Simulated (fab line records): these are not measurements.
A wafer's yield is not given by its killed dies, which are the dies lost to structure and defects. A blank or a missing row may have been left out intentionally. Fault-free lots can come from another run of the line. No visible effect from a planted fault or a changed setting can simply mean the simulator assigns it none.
fab line records | flow n5Finfet
record lots=5 wafers=15 lastDay=15
route steps=1938 shown MOL_CONTACT_COAG@540 PASSIVATION@1936
lots that met no fault: taken from a fault-free run of the same line
startH: start of the lot's first displayed wafer, in hours after the record's first day | waitH: hours since the lot's step before | " unchanged from the row above | L1.1+2: one row covering several wafers at once | - no value, or no start given | * or withheld: withheld | < > ~ a bound
route shown NAME@n: a module of which the file shows steps, and the number in the route of the first | usual: mean/standard deviation taken from wafers without a fault | same: alike in all rows | chamber/n: place in a boat | sites: each site's reading | _std_site: their standard deviation | _edge_site: inner sites' mean taken away from outer sites' mean | radiusMm: for every site, how far away it sits from the centre of the wafer | mask NAME#n: copy n | behind: the last tool/chamber to shape the wafer | hold: reason for holding the lot/hours on hold/outcome of the hold | device: the transistor (n, p or np) that didn't switch | end of line: tests of these same wafers at the route's end | step lacking rows: just its recipe | killed: not the wafer's yield, but the dies lost to structure and defects at the first sort | map: a wafer's dies, marking killed ones x, the rest . and places with no die _
set.NAME: the setting as run; set.NAME@STEP: as run at that earlier step | model.NAME: the simulator's own value behind a step, which no gauge read
certain route steps with their lots: each step a table, each wafer a row
services: the hour from which a tool's chamber was out of use, counted from the record's first day as startH (under 0 if before that day), plus the number of hours and why
## steps
# step N5_MOL_CONTACT_COAG_CD_MEAS_99
# recipe targetCdNm=17.2 polarity=opening
# usual cdNm=17.3/0.4
# columns lot.wafer tool chamber startH waitH cdNm
L993.1 cdSem-03 - 91.00 - 17.5
L993.4 " - " " 17.2
L993.5 " - " " 17.6
L995.1 cdSem-02 - 102.45 - 17.2
L995.3 " - " " 17.4
L995.4 " - " " 17.5
L997.1 cdSem-02 - 111.36 - 17.9
L997.4 " - " " 17.1
L997.5 " - " " 17.2
L999.2 cdSem-02 - 125.94 - 16.7
L999.3 " - " " 17.3
L999.6 " - " " 17.1
L106.1 cdSem-03 - 165.93 - 17.2
L106.2 " - " " 17.3
L106.6 " - " " 18.0
# step N5_MOL_CONTACT_COAG_IMPLANT_129
# recipe species=Ge energyKev=3 doseCm2=6e+14 tiltDeg=0 rotationDeg=0
# step N5_MOL_CONTACT_COAG_PRECLEAN_111
# recipe chemistry=NF3:NH3 afsCycles=1 tempC=30 timeS=20 sublimationTempC=180 sublimationTimeS=60 pressureTorr=3 rfPowerW=30
# step N5_MOL_CONTACT_COAG_TI_SIL_19
# recipe material=Ti targetThkA=42 tempC=200 chamberPressurePa=5 powerW=5000 timeS=15
# step N5_MOL_CONTACT_COAG_ALD_20
# recipe material=TiN targetThkA=15 tempC=400 aldPrecursorFamily=TiCl4 aldCoReactant=NH3 pulseTimeS=1 purgeTimeS=3 coReactantPurgeTimeS=2 coReactantPulseTimeS=2 aldCycles=68 pressureTorr=3
# step N5_MOL_CONTACT_COAG_SIL_ANNEAL_21
# recipe tempC=550 timeS=60 ambient=N2
# usual lampPowerPct=7.6/0.57 lamp_zone_7_pct=8.0/0.6 wafer_temp_C_max=553.1/1.6
# columns lot.wafer tool chamber startH waitH lampPowerPct lamp_zone_7_pct wafer_temp_C_max
L993.1 rtpAnneal-02 0 92.76 0.2 8.3 8.7 554.5
L993.4 " 0 " " 8.3 8.7 554.3
L993.5 " 0 " " 8.3 8.7 555.3
L995.1 rtpAnneal-01 0 103.81 0.3 7.1 7.5 551.9
L995.3 " 0 " " 7.1 7.5 552.0
L995.4 " 0 " " 7.1 7.5 552.1
L997.1 rtpAnneal-01 0 112.35 0.2 7.1 7.5 552.1
L997.4 " 0 " " 7.1 7.5 551.5
L997.5 " 0 " " 7.1 7.5 551.4
L999.2 rtpAnneal-01 0 127.55 0.2 7.1 7.5 552.3
L999.3 " 0 " " 7.1 7.5 551.7
L999.6 " 0 " " 7.1 7.5 551.5
L106.1 rtpAnneal-02 0 166.92 0.2 8.3 8.7 554.1
L106.2 " 0 " " 8.3 8.7 554.1
L106.6 " 0 " " 8.3 8.7 555.2
# step N5_MOL_CONTACT_COAG_PRE_CLEAN_141
# recipe gas=H2/He timeS=60 tempC=300
# step N5_MOL_CONTACT_COAG_SPUTTER_143
# recipe material=Co targetThkA=25 tempC=25 chamberPressurePa=0.2
# step N5_MOL_CONTACT_COAG_CO_FILL_22
# recipe material=Co targetThkA=200 tempC=200 precursor=CCTBA/H2 pressureTorr=30
# usual heaterPowerW=238/12
# columns lot.wafer tool chamber startH waitH heaterPowerW
L993.1 cvdCo-01 1 93.83 0.1 244
L993.4 " 0 " " 239
L993.5 " 2 " " 245
L995.1 cvdCo-01 0 104.37 0.1 236
L995.3 " 1 " " 241
L995.4 " 2 " " 245
L997.1 cvdCo-01 2 114.57 0.1 241
L997.4 " 0 " " 241
L997.5 " 1 " " 239
L999.2 cvdCo-02 0 129.79 0.1 212
L999.3 " 2 " " 252
L999.6 " 0 " " 218
L106.1 cvdCo-02 1 167.48 0.1 226
L106.2 " 0 " " 215
L106.6 " 2 " " 262
# step N5_MOL_CONTACT_COAG_ANNEAL_113
# recipe tempC=400 timeS=300 ambient=H2/N2
# step N5_MOL_CONTACT_COAG_PRE_CLEAN_142
# recipe gas=H2/He timeS=60 tempC=300
# usual heaterPowerW=466/45
# columns lot.wafer tool chamber startH waitH heaterPowerW
L993.1 pvdSputter-03 - 97.08 2.5 524
L993.4 " - " " 412
L993.5 " - " " 429
L995.1 pvdSputter-03 - 107.53 2.2 418
L995.3 " - " " 488
L995.4 " - " " 519
L997.1 pvdSputter-02 - 116.92 1.4 451
L997.4 " - " " 454
L997.5 " - " " 436
L999.2 pvdSputter-03 - 132.91 2.2 494
L999.3 " - " " 448
L999.6 " - " " 420
L106.1 pvdSputter-02 - 169.73 1.4 447
L106.2 " - " " 533
L106.6 " - " " 447
# step N5_MOL_CONTACT_COAG_SPUTTER_130
# recipe material=Co targetThkA=475 tempC=25 chamberPressurePa=0.5 powerW=3000
# usual throttleValvePct=30.0/0.75
# columns lot.wafer tool chamber startH waitH throttleValvePct
L993.1 pvdSputter-03 - 97.14 0.0 29.2
L993.4 " - " " 30.9
L993.5 " - " " 30.0
L995.1 pvdSputter-03 - 107.59 0.0 30.9
L995.3 " - " " 28.8
L995.4 " - " " 29.3
L997.1 pvdSputter-02 - 116.98 0.0 29.7
L997.4 " - " " 30.8
L997.5 " - " " 30.8
L999.2 pvdSputter-03 - 132.97 0.0 28.8
L999.3 " - " " 30.0
L999.6 " - " " 30.9
L106.1 pvdSputter-02 - 169.79 0.0 30.6
L106.2 " - " " 29.8
L106.6 " - " " 30.8
# step N5_MOL_CONTACT_COAG_PRECLEAN_125
# recipe chemistry=DIW timeS=57.5 tempC=23
# usual bathHeatDutyPct=3.5/0.48
# columns lot.wafer tool chamber startH waitH bathHeatDutyPct
L993.1 wetBench-01 5 97.27 0.1 3.6
L993.4 " 0 " " 3.2
L993.5 " 7 " " 4.0
L995.1 wetBench-05 0 107.72 0.1 3.4
L995.3 " 1 " " 3.5
L995.4 " 6 " " 3.4
L997.1 wetBench-01 6 117.11 0.1 3.5
L997.4 " 5 " " 3.2
L997.5 " 3 " " 4.2
L999.2 wetBench-04 2 133.10 0.1 3.8
L999.3 " 5 " " 3.6
L999.6 " 1 " " 5.0
L106.1 wetBench-01 0 169.92 0.1 3.1
L106.2 " 7 " " 4.2
L106.6 " 1 " " 2.7
# step N5_MOL_CONTACT_COAG_SRD_126
# recipe dryTimeS=32 dry=n2Spin spinRpm=1500
# step N5_MOL_CONTACT_COAG_CMP_23
# recipe stopOn=SiO2 tOverpolishS=1.5 postCmpClean=cuAlkaline downForcePsi=2 platenRpm=50.289 padVelocityMS=1.0006 targetThkNm=0
# step N5_MOL_CONTACT_COAG_WET_ETCH_26
# recipe target=Co targetDepthNm=13
# step N5_MOL_CONTACT_COAG_WET_ETCH_116
# recipe chemistry=SC1-inhibited targetDepthNm=4.6 dry=ipaMarangoni rinseTimeS=30 rinseTempC=23
# step N5_MOL_CONTACT_COAG_ALD_27
# recipe material=SiOC targetThkA=170 tempC=400 aldPrecursorFamily=carbosiloxane aldCoReactant=H2-plasma pulseTimeS=1.5 timeS=2720 purgeTimeS=2 coReactantPurgeTimeS=2 aldCycles=340 pressureTorr=2
# step N5_MOL_CONTACT_COAG_CMP_28
# recipe stopOn=SiNx tOverpolishS=0.85 postCmpClean=alkalineBrush downForcePsi=4.15 platenRpm=51.8 padVelocityMS=1.0307 targetThkNm=14.522
# step N5_MOL_CONTACT_COAG_THK_MEAS_29
# recipe reads=SiNx_of_GATE_CUT_PECVD_57+SiNx_of_GATE_CUT_SAC_CAP_01
# usual MD_CAP_THK=17.92/0.08
# columns lot.wafer tool chamber startH waitH MD_CAP_THK[nm]
L993.1 filmMetro-01 - 100.05 - 17.88
L993.4 " - " " 17.84
L993.5 " - " " 17.83
L995.1 filmMetro-02 - 110.90 - 17.87
L995.3 " - " " 17.95
L995.4 " - " " 17.98
L997.1 filmMetro-02 - 120.58 - 17.74
L997.4 " - " " 17.82
L997.5 " - " " 17.94
L999.2 filmMetro-01 - 135.95 - 17.96
L999.3 " - " " 18.00
L999.6 " - " " 17.87
L106.1 filmMetro-02 - 172.65 - 18.00
L106.2 " - " " 17.82
L106.6 " - " " 17.83
# step N5_MOL_CONTACT_COAG_ALD_123
# recipe material=SiNx targetThkA=50 tempC=400 aldPrecursorFamily=SiH2I2 aldCoReactant=N2/H2-plasma pulseTimeS=1 purgeTimeS=2 coReactantPurgeTimeS=2 aldCycles=100 pressureTorr=2
# step N5_MOL_CONTACT_COAG_PECVD_31
# recipe material=SiO2 targetThkA=460 tempC=400 precursor=TEOS/O2 pressureTorr=6.5 rfW=withheld teosFlowSccm=withheld gas=O2 flowSccm=2650 timeS=8.9
# step N5_MOL_CONTACT_COAG_COAT_75
# recipe resist=SOC tempC=250 timeS=60 spinRpm=1500 resistThkNm=60
# step N5_MOL_CONTACT_COAG_COAT_76
# recipe resist=SiARC tempC=220 timeS=60 spinRpm=1500 resistThkNm=10
# step N5_MOL_CONTACT_COAG_COAT_77
# recipe resist=underlayer tempC=205 timeS=60 spinRpm=1500 resistThkNm=10
# step N5_MOL_CONTACT_COAG_COAT_78
# recipe resist=CAR-EUV spinRpm=1500 resistThkNm=40
# step N5_MOL_CONTACT_COAG_EBR_80
# recipe solvent=PGMEA ebrWidthMm=1.5
# step N5_MOL_CONTACT_COAG_SOFTBAKE_79
# recipe tempC=110 timeS=60 resist=CAR-EUV
# step N5_MOL_CONTACT_COAG_EXPOSE_81
# recipe maskId=VG na=0.33 sourceShape=annular sigmaInner=0.3 sigmaOuter=0.7 polarization=unpolarized defocusNm=0 doseMj=59.5
# step N5_MOL_CONTACT_COAG_PEB_82
# recipe pebTempC=100 pebTimeS=60 resist=CAR-EUV
# step N5_MOL_CONTACT_COAG_DEVELOP_83
# recipe developTimeS=30 developer=TMAH resist=CAR-EUV rinseLiquid=surfactantRinse dry=airSpin devTempC=23
# step N5_MOL_CONTACT_COAG_CD_MEAS_84
# recipe targetCdNm=25.1 landingEnergyEv=500 detector=seInlens polarity=opening
# usual cdNm=25.06/0.23
# columns lot.wafer tool chamber startH waitH cdNm
L993.1 cdSem-03 0 100.94 - 25.30
L993.4 " 0 " " 24.98
L993.5 " 0 " " 24.99
L995.1 cdSem-03 0 111.90 - 24.90
L995.3 " 0 " " 25.34
L995.4 " 0 " " 25.00
L997.1 cdSem-03 0 121.46 - 25.26
L997.4 " 0 " " 25.02
L997.5 " 0 " " 25.24
L999.2 cdSem-01 0 137.16 - 25.26
L999.3 " 0 " " 24.93
L999.6 " 0 " " 25.22
L106.1 cdSem-03 0 173.53 - 25.38
L106.2 " 0 " " 24.65
L106.6 " 0 " " 25.18
# step N5_MOL_CONTACT_COAG_OVL_MEAS_85
# recipe pointsPerWafer=522
# usual VG_OVL=0.4/0.71
# columns lot.wafer tool chamber startH waitH VG_OVL[nm]
L993.1 overlay-01 0 100.97 0.0 -0.1
L993.4 " 0 " " -0.4
L993.5 " 0 " " 0.2
L995.1 overlay-01 0 111.93 0.0 -0.2
L995.3 " 0 " " 0.7
L995.4 " 0 " " 1.1
L997.1 overlay-01 0 121.49 0.0 -0.6
L997.4 " 0 " " -0.1
L997.5 " 0 " " -0.9
L999.2 overlay-02 0 137.20 0.0 1.2
L999.3 " 0 " " -0.7
L999.6 " 0 " " 0.0
L106.1 overlay-02 0 173.56 0.0 1.9
L106.2 " 0 " " 2.0
L106.6 " 0 " " 1.4
# step N5_MOL_CONTACT_COAG_DESCUM_88
# recipe chemistry=O2 timeS=7 sourcePowerW=50 biasPowerW=20 pressureMtorr=20 rfFrequencyHz=2.712e+07 tempC=40 resist=CAR-EUV o2FlowSccm=225
# usual drypumpMotorCurrentA=5.7/0.43 oesProductAu=0.82/0.091 rfVppV=243.6/1.4 showerheadPlenumPTorr=2.11/0.073 throttleValvePct=20.31/0.18
# columns lot.wafer tool chamber startH waitH drypumpMotorCurrentA oesProductAu rfHoursCounterH rfVppV showerheadPlenumPTorr throttleValvePct
L993.1 rieDiel-02 1 101.40 0.4 5.2 0.91 26 245.4 2.13 20.21
L993.4 " 0 " " 5.8 0.74 161 243.0 2.00 20.31
L993.5 " 2 " " 6.2 0.84 - 245.4 2.22 20.21
L995.1 rieDiel-05 1 112.32 0.3 5.6 0.89 22 242.5 2.05 20.39
L995.3 " 3 " " 5.2 0.93 12 246.4 2.22 20.21
L995.4 " 0 " " 5.7 0.97 5 243.7 2.05 20.20
L997.1 rieDiel-04 0 121.94 0.4 5.2 0.68 243 242.6 2.05 20.11
L997.4 " 2 " " 5.7 0.71 220 243.3 2.05 20.41
L997.5 " 2 " " 5.8 0.71 - 242.2 2.05 20.42
L999.2 rieDiel-02 0 137.34 0.1 5.8 0.73 174 240.2 2.00 20.35
L999.3 " 1 " " 5.2 0.89 39 244.3 2.13 20.24
L999.6 " 0 " " 5.8 0.73 - 242.1 2.00 20.31
L106.1 rieDiel-04 1 173.65 0.0 5.4 0.89 36 243.2 2.13 20.24
L106.2 " 3 " " 6.5 0.73 199 245.5 2.17 20.54
L106.6 " 2 " " 5.7 0.70 - 241.4 2.04 20.43
# step N5_MOL_CONTACT_COAG_ETCH_89
# recipe chemistry=N2/H2 target=underlayer targetDepthA=130 maskMaterial=CAR-EUV timeS=10.4 ionEnergyEv=200 pressureMtorr=30 sourceW=840 biasW=150 n2FlowSccm=200 h2FlowSccm=200 ends=cleared
# step N5_MOL_CONTACT_COAG_ETCH_90
# recipe chemistry=CF4 target=SiARC targetDepthA=130 maskMaterial=CAR-EUV timeS=21.7 ionEnergyEv=80 pressureMtorr=40 sourceW=545 biasW=36 Ar_flow_sccm=100 cf4FlowSccm=100 ends=cleared
# step N5_MOL_CONTACT_COAG_ALD_131
# recipe material=SiO2 targetThkA=50 tempC=100 aldPrecursorFamily=BDEAS aldCoReactant=O2-plasma pulseTimeS=1 coReactantPulseTimeS=1 purgeTimeS=2 coReactantPurgeTimeS=2 aldCycles=35 pressureTorr=2
# step N5_MOL_CONTACT_COAG_ETCHBACK_132
# recipe chemistry=CHF3 target=SiO2 targetDepthA=100 timeS=6.7 ionEnergyEv=200 pressureMtorr=30 sourceW=610 biasW=170 Ar_flow_sccm=200 CHF3_flow_sccm=50
# step N5_MOL_CONTACT_COAG_ETCH_91
# recipe chemistry=N2/H2 target=SOC targetDepthA=600 overetchA=210 maskMaterial=SiARC tempC=40 timeS=101.2 ionEnergyEv=200 pressureMtorr=30 sourceW=840 biasW=150 n2FlowSccm=200 h2FlowSccm=200
# step N5_PASSIVATION_PROBE_49
# usual defectLimitedYield=91.3/1.7 killed_at_M0_to_M3=33/11 killed_at_M4_up=14/5.5 killedAtContacts=13/6.5 killedAtFrontEnd=39/13 killedAtOther=3.4/2.9 killedDies=103/20 killedOpen=69/15 killedShort=32/8.1 sort_bin_5_function=5.1/1.1 sort_bin_6_memory=3.3/0.74 sortNPass=1077/20 sortYieldPct=91.3/1.7
# same grossDies=1180 killedAtBackSide=0 sort_bin_4_leakage[%]=0 sort_bin_8_speed[%]=0
# columns lot.wafer tool chamber startH waitH defectLimitedYield[%] killed_at_M0_to_M3 killed_at_M4_up killedAtContacts killedAtFrontEnd killedAtOther killedDies killedOpen killedShort sort_bin_5_function[%] sort_bin_6_memory[%] sortNPass sortYieldPct[%]
L106.6 prober-01 - 355.62 0.3 80.0 20 11 176 28 1 236 49 26 11.9 3.7 944 80.0
# killed by level:class
L106.6 MOL_CONTACT_COAG:unspecified=160 MOL_CONTACT_COAG:geometricParticle:open=10 BEOL_M2:geometricParticle:open=9 STI_FIN_REVEAL:geometricParticle:open=7 MOL_CONTACT_COAG:geometricParticle:short=6 FIN_SAQP:geometricParticle:short=4 FIN_SAQP:geometricParticle:open=3 STI_FIN_REVEAL:geometricParticle:short=3
# map L106.6 (x killed, . not)
_________________.xx.x.xxx...________________
______________.......xxxxxx.x.x._____________
___________....x..xxxxxxxxxxxx.xx..__________
__________.........xxxxxxxxxxxxx...._________
________.........x.xxxxxxxxxxxxxxx...._______
_______.........x.xxxxxxxxxxxxxxx....x.______
______.....x...x.xxxxxxxxxxxxxxx..x....._____
_____........x....xxxxxxxxxxxxxxxx.......____
____..............xxxxxxxxxxxxxx......x...___
___.x......x.....xxxxxxxxxxxxxxx...........__
___........x.......xx.xxxxxxxxxx.x.........__
__........x........xxxxxxxxxxx..........x..._
__.....x...........x.....xx.x...x..........x_
_...................x.x.....x.....x..........
_................................x..xx..x....
_..................x...............x.........
_..........x.............................xx..
_..........x.....................x...........
_........x...................................
_.x............x.....................x.......
_.x............x...x.........................
__..........x......x......x................._
__x.......x.........x.x..x.........x........_
___....x......x.xx......x.....x............__
___......xx..x...x.....x............x......__
____..........x.................x.........___
_____.x...................x.x............____
______.x................................_____
_______....x......x............x.......______
________.........x......x...x........._______
__________...x................x....._________
___________........x..........x....__________
______________.................._____________
_________________.x..........________________
# map L993.1 (x killed, . not)
_________________............________________
______________.................x_____________
___________........................__________
__________x..................xx....._________
________..x...x...x................x.x_______
_______...............x...x........xx..______
______....x........x..........x........._____
_____.........x........x......x......x..x____
____..........x...x..............x.......x___
___.....................x.................x__
___.........................x..x...........__
__.........x.....................x.....x..x._
__.x..x....x................................_
_x...........x.x............x.........x......
_..x.......x..x..............................
_..............................x........x....
_x.....x....................x................
_..........x....x..x...x...............x.....
_................x...x...............x.......
_.......x..x.......xx............x....x......
_....x...............x.............x...x.....
__..x..xx..............x...................._
__x......x.x....x..........................._
___..x.....x...............x.............xx__
___.................x......x.....x.........__
____.................x..x.........xx......___
_____...............x..............x.....____
______................xx..........xx...._____
_______........x.....................x.______
________...........................x.._______
__________....x...x..............x.._________
___________x.x.x......x.........x.x__________
______________.................._____________
_________________....x..x..x.________________
## services
# columns tool chamber startH hours kind
rieDiel-05 0 81.23 - clean
rieDiel-05 0 81.23 - consumableReplace:focusRing
rieDiel-05 0 81.23 18.0 scheduledDown
rieDiel-05 0 81.23 18.0 ventCycle
rieDiel-02 - 93.56 0.3 repair
pvdSputter-02 - 97.81 1.0 repair
rtpAnneal-02 - 100.84 8.3 pm
pvdSputter-03 - 102.99 3.6 repair
rtpAnneal-02 - 112.75 4.5 pm
rieDiel-02 3 113.81 - clean
rieDiel-02 3 113.81 - consumableReplace:focusRing
cvdCo-01 1 115.15 - clean
cvdCo-01 1 115.15 22.0 scheduledDown
cvdCo-01 1 115.15 22.0 ventCycle
pvdSputter-02 - 151.48 2.4 repair
rieDiel-04 0 163.15 - clean
rieDiel-04 0 163.15 - consumableReplace:focusRing
rieDiel-04 0 163.15 21.2 scheduledDown
rieDiel-04 0 163.15 21.2 ventCycle
rieDiel-04 2 165.46 6.9 repair
## key
firstSign step=N5_PASSIVATION_PROBE_49 reading=killedAtContacts direction=up sigmas=25 usual=13 struck=176
effect step=N5_PASSIVATION_PROBE_49 reading=defectLimitedYield direction=down sigmas=6.6 usual=91.3 struck=80.0
moreKillsBornAt N5_MOL_CONTACT_COAG_PRECLEAN_125@wetBench-01=160
metAt N5_MOL_CONTACT_COAG_PRECLEAN_125
struckWafers L106.6
fault kind=chamberParticleSource tool=wetBench-01 chamber=1 onsetH=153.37 steps=N5_MOL_CONTACT_COAG_PRECLEAN_125 ratePerVisitCm2=2.1733 endH=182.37
